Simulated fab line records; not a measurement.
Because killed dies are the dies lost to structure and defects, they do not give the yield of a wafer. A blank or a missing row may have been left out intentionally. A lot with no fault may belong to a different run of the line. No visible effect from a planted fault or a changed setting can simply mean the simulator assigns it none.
Problem report, 8D (eight disciplines) form, completed by code :: flow n5-finfet :: the parts of the form that need people (team, actions taken, sign-off) are left out

1. PROBLEM STATEMENT
Mean of strip-time-to-endpoint-s at N5_BEOL_M12_STRIP_63: 48.4 s across 3 wafers in 3 lots; on wafers with no fault it is 42.6 s (standard deviation 1.1). That puts it +5.2 standard deviations away from the usual mean.
The step: strips in N2/H2.
First observed at day 15 19:01: wafer L999.2, on plasma-asher-02. The record holds 28 wafers of 10 lots with a number at this step. Rule for "out" (also "out of limits"): further than 4 standard deviations from the usual mean. The rest of the wafers with a number are treated as sound.

2. WHAT IT IS, AND WHAT IT ISN'T
question: which readings at this step
is: strip-time-to-endpoint-s
is not: drypump-motor-current-A, heater-power-w

question: which lots
is: L997, L998, L999
is not: L100, L978, L979, L983, L985, L986, L989

question: which wafers of those lots
is: L997.1, L998.1, L999.2
is not: L997.4, L998.3, L998.5, L999.6

question: read on which tools
is: plasma-asher-01, plasma-asher-02
is not: -

question: when
is: from day 15 19:01
is not: up to then (19 sound wafers); but 6 sound wafers of L100, L997, L998 came after

3. WHAT RULES OUT EACH SUSPECT
Counting: any tool at a process step up to the reading remains a suspect provided it ran every lot that is out. Sound lots after the first of them don't rule it out here, since some wafers of a struck lot are sound.
- rie-diel-04 at N5_BEOL_M12_DESCUM_15 (chemistry O2, time 7.9 s): kept. It processed each lot that is out (first: L999, day 15 18:44); up to then, its last sound lot is L986 (day 13 00:14).
- rie-diel-04 at N5_BEOL_M12_ETCH_59 (etches BARC in N2/H2, target depth 89 nm, overetch 26.7 nm, time 67.9 s): kept. It processed each lot that is out (first: L999, day 15 18:46); up to then, its last sound lot is L986 (day 13 00:16).
The count leaves rie-diel-04 at N5_BEOL_M12_ETCH_59 and rie-diel-04 at N5_BEOL_M12_DESCUM_15.

4. THE CAUSE (what the simulator had put in)
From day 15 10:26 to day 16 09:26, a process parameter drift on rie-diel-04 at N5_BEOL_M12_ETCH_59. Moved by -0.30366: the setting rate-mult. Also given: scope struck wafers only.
After counting, 2 suspects remain, this tool included.

5. THE CHAIN OF EFFECTS, in route order
Each row: a reading whose mean over the struck wafers that have a number lies more than 3 standard deviations from the usual. Scope: only readings with a usual standard deviation given in the record; hours: median across lots of the time from each lot's start at the first step in this table that gives one to its start at this step; sigmas: change in usual standard deviations.
hours: 0
step: N5_BEOL_M12_STRIP_63
reading: strip-time-to-endpoint-s
usual: 42.6 s
on struck wafers: 48.4
change: +5.8
sigmas: +5.2
Process steps it contains:
- N5_BEOL_M12_STRIP_63: strips in N2/H2.

6. HOW IT WOULD HAVE BEEN CAUGHT EARLIER
9 hours passed between the start of the fault at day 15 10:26 and the first reading out of limits in this record, taken at day 15 19:01.
Of the tool readings at N5_BEOL_M12_ETCH_59 for which the record gives a usual standard deviation, none was out on any struck wafer, so an alarm limit of 4 standard deviations on them would not have fired.
Of the lots that are out (3), L998, L997 began N5_BEOL_M12_ETCH_59 on rie-diel-04 after day 15 19:01. A hold on the tool at that time would have spared those 2.
